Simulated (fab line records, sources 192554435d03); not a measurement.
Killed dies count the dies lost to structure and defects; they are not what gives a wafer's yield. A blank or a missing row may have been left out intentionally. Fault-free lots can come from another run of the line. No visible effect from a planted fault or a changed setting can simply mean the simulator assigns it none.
Matching of chambers || flow n5Finfet || 4 sister chambers for N5_SDB_ETCH_18 on rieDiel-05
The step etches SOC in N2/H2, target depth 100 nm, overetch 20 nm, time 150 s. 4 wafers are shown with their chamber, then 11 later ones without.

EACH WAFER AND ITS CHAMBER
{"wafer": "L082.2", "chamber": 2, "showerheadPlenumPTorr (Torr)": 2.58}
{"wafer": "L085.2", "chamber": 1, "showerheadPlenumPTorr (Torr)": 2.65}
{"wafer": "L086.2", "chamber": 0, "showerheadPlenumPTorr (Torr)": 2.70}
{"wafer": "L087.1", "chamber": 3, "showerheadPlenumPTorr (Torr)": 2.47}

WAFERS WHOSE CHAMBER IS MISSING
{"wafer": "L087.2", "showerheadPlenumPTorr (Torr)": 2.58}
{"wafer": "L087.3", "showerheadPlenumPTorr (Torr)": 2.65}
{"wafer": "L088.1", "showerheadPlenumPTorr (Torr)": 2.70}
{"wafer": "L088.4", "showerheadPlenumPTorr (Torr)": 2.47}
{"wafer": "L088.5", "showerheadPlenumPTorr (Torr)": 2.58}
{"wafer": "L092.1", "showerheadPlenumPTorr (Torr)": 2.64}
{"wafer": "L092.2", "showerheadPlenumPTorr (Torr)": 2.69}
{"wafer": "L092.3", "showerheadPlenumPTorr (Torr)": 2.46}
{"wafer": "L097.2", "showerheadPlenumPTorr (Torr)": 2.46}
{"wafer": "L097.3", "showerheadPlenumPTorr (Torr)": 2.64}
{"wafer": "L097.6", "showerheadPlenumPTorr (Torr)": 2.57}

CHAMBER TAKEN BY EACH
{"wafer": "L087.2", "from the rows above": 2, "in truth": 2}
{"wafer": "L087.3", "from the rows above": 1, "in truth": 1}
{"wafer": "L088.1", "from the rows above": 0, "in truth": 0}
{"wafer": "L088.4", "from the rows above": 3, "in truth": 3}
{"wafer": "L088.5", "from the rows above": 2, "in truth": 2}
{"wafer": "L092.1", "from the rows above": 1, "in truth": 1}
{"wafer": "L092.2", "from the rows above": 0, "in truth": 0}
{"wafer": "L092.3", "from the rows above": 3, "in truth": 3}
{"wafer": "L097.2", "from the rows above": 3, "in truth": 3}
{"wafer": "L097.3", "from the rows above": 1, "in truth": 1}
{"wafer": "L097.6", "from the rows above": 2, "in truth": 2}
11 of 11 placed correctly. Number that these rows cannot place: 0. 0 placed wrongly.
How it was worked out, from the rows above alone: a wafer's distance from a chamber is the root of the sum, over the readings, of the square of ((its reading less the chamber's mean) divided by the reading's scatter). If the next closest chamber is less than 2 further off than the closest, the wafer can't be placed; otherwise it belongs to the closest. A chamber's mean is the mean of its shown wafers. The scatter: with one shown wafer a chamber, the root of the mean of the squares of how far each hidden wafer lies from its nearest shown one.
